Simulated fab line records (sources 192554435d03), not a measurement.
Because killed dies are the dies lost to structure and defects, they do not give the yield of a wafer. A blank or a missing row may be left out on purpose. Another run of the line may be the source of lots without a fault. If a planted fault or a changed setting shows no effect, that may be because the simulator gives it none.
Split-lot experiment :: flow n5 finfet :: 21 wafers read from 7 lots, route of 1938 steps

## SPLIT DETAILS
At N5_HKMG_FIN_ETCH_32 (etches SOC in N2/H2, target depth 240 nm, time 300 s), the setting source w was moved away from the recipe's 840 W on 7 of the 21 wafers read, by -10.3% to +10.3%. The other wafers ran this setting at the recipe's value.

Reading taken at the split's own step.

## THE READING
rf vpp V, in V, at N5_HKMG_FIN_ETCH_32 (etches SOC in N2/H2, target depth 240 nm, time 300 s). Fault-free wafers of this fab line usually give 523.8 V, standard deviation 2.9 V.

wafer: L074.1
tool, chamber at the split: rie diel-04, 1
source w as run, W: 783.5
against the recipe: -6.7%
rf vpp V, V: 539.9
against lot-mates on the recipe: +18.9

wafer: L074.2
tool, chamber at the split: rie diel-04, 3
source w as run, W: 840
against the recipe: recipe
rf vpp V, V: 521.0
against lot-mates on the recipe: -

wafer: L074.4
tool, chamber at the split: rie diel-04, 2
source w as run, W: 783.5
against the recipe: -6.7%
rf vpp V, V: 534.6
against lot-mates on the recipe: +13.6

wafer: L076.1
tool, chamber at the split: rie diel-02, 0
source w as run, W: 840
against the recipe: recipe
rf vpp V, V: 520.2
against lot-mates on the recipe: -

wafer: L076.3
tool, chamber at the split: rie diel-02, 3
source w as run, W: 840
against the recipe: recipe
rf vpp V, V: 525.7
against lot-mates on the recipe: -

wafer: L076.4
tool, chamber at the split: rie diel-02, 2
source w as run, W: 840
against the recipe: recipe
rf vpp V, V: 526.8
against lot-mates on the recipe: -

wafer: L078.2
tool, chamber at the split: rie diel-05, 0
source w as run, W: 926.7
against the recipe: +10.3%
rf vpp V, V: 508.0
against lot-mates on the recipe: no lot-mate on the recipe

wafer: L078.3
tool, chamber at the split: rie diel-05, 3
source w as run, W: 926.7
against the recipe: +10.3%
rf vpp V, V: 503.4
against lot-mates on the recipe: no lot-mate on the recipe

wafer: L078.4
tool, chamber at the split: rie diel-05, 1
source w as run, W: 926.7
against the recipe: +10.3%
rf vpp V, V: 504.0
against lot-mates on the recipe: no lot-mate on the recipe

wafer: L082.3
tool, chamber at the split: rie diel-04, 2
source w as run, W: 840
against the recipe: recipe
rf vpp V, V: 521.8
against lot-mates on the recipe: -

wafer: L082.5
tool, chamber at the split: rie diel-04, 1
source w as run, W: 880.2
against the recipe: +4.8%
rf vpp V, V: 518.0
against lot-mates on the recipe: -4.1

wafer: L082.6
tool, chamber at the split: rie diel-04, 2
source w as run, W: 840
against the recipe: recipe
rf vpp V, V: 522.4
against lot-mates on the recipe: -

wafer: L089.1
tool, chamber at the split: rie diel-05, 3
source w as run, W: 840
against the recipe: recipe
rf vpp V, V: 529.1
against lot-mates on the recipe: -

wafer: L089.2
tool, chamber at the split: rie diel-05, 2
source w as run, W: 840
against the recipe: recipe
rf vpp V, V: 526.3
against lot-mates on the recipe: -

wafer: L089.5
tool, chamber at the split: rie diel-05, 3
source w as run, W: 840
against the recipe: recipe
rf vpp V, V: 529.5
against lot-mates on the recipe: -

wafer: L090.1
tool, chamber at the split: rie diel-05, 1
source w as run, W: 840
against the recipe: recipe
rf vpp V, V: 520.7
against lot-mates on the recipe: -

wafer: L090.4
tool, chamber at the split: rie diel-05, 2
source w as run, W: 840
against the recipe: recipe
rf vpp V, V: 527.0
against lot-mates on the recipe: -

wafer: L090.6
tool, chamber at the split: rie diel-05, 3
source w as run, W: 840
against the recipe: recipe
rf vpp V, V: 528.8
against lot-mates on the recipe: -

wafer: L094.2
tool, chamber at the split: rie diel-05, 0
source w as run, W: 840
against the recipe: recipe
rf vpp V, V: 525.0
against lot-mates on the recipe: -

wafer: L094.4
tool, chamber at the split: rie diel-05, 1
source w as run, W: 840
against the recipe: recipe
rf vpp V, V: 521.2
against lot-mates on the recipe: -

wafer: L094.5
tool, chamber at the split: rie diel-05, 0
source w as run, W: 753.6
against the recipe: -10.3%
rf vpp V, V: 543.1
against lot-mates on the recipe: +20.0

THE FIT
A straight line over all 21 wafers: rf vpp V changes by -1.85 V for each +1% of source w; r = -0.95; the points scatter about the line by 3.1 V.
The same after taking each lot's own level away (the mean of its wafers on the recipe; 18 wafers): -1.97 V for each +1%; r = -0.93; scatter 2.8 V.
The reading moves by 20 V for the largest change in source w, on that fit.
Measured against the standard deviation above, the lots' own levels, which go from 521.00 to 528.30 V, span 2.5 times it.
Hence the lot-to-lot level has little effect on the slope; both slopes agree.
Check: for one of the wafers moved furthest among these (-10.3%), held out of the fit, the line's prediction against its lot-mates is +21.7 V. Against them it came out at +20 V.
Tool readings at the split's step, against how far the setting was moved: rf vpp V r = -0.95.

## OTHER SPLITS ON THESE WAFERS
Before the reading, these wafers also passed through other splits. Each is held against what the fit with the lots' levels taken away leaves over:
other split on the same wafers: N5_ILD0_ALD_15 ald cycles
wafers away from the commonest value: 9
r with rf vpp V (lot level and that fit taken away): -0.18

other split on the same wafers: N5_SDB_EXPOSE_08 dose mj
wafers away from the commonest value: 11
r with rf vpp V (lot level and that fit taken away): +0.13

other split on the same wafers: N5_SDB_ALD_29 ald cycles
wafers away from the commonest value: 6
r with rf vpp V (lot level and that fit taken away): +0.11

## FILE'S OWN FIT
rf vpp V changes by -1.92 V for each +1% of source w, r = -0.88.
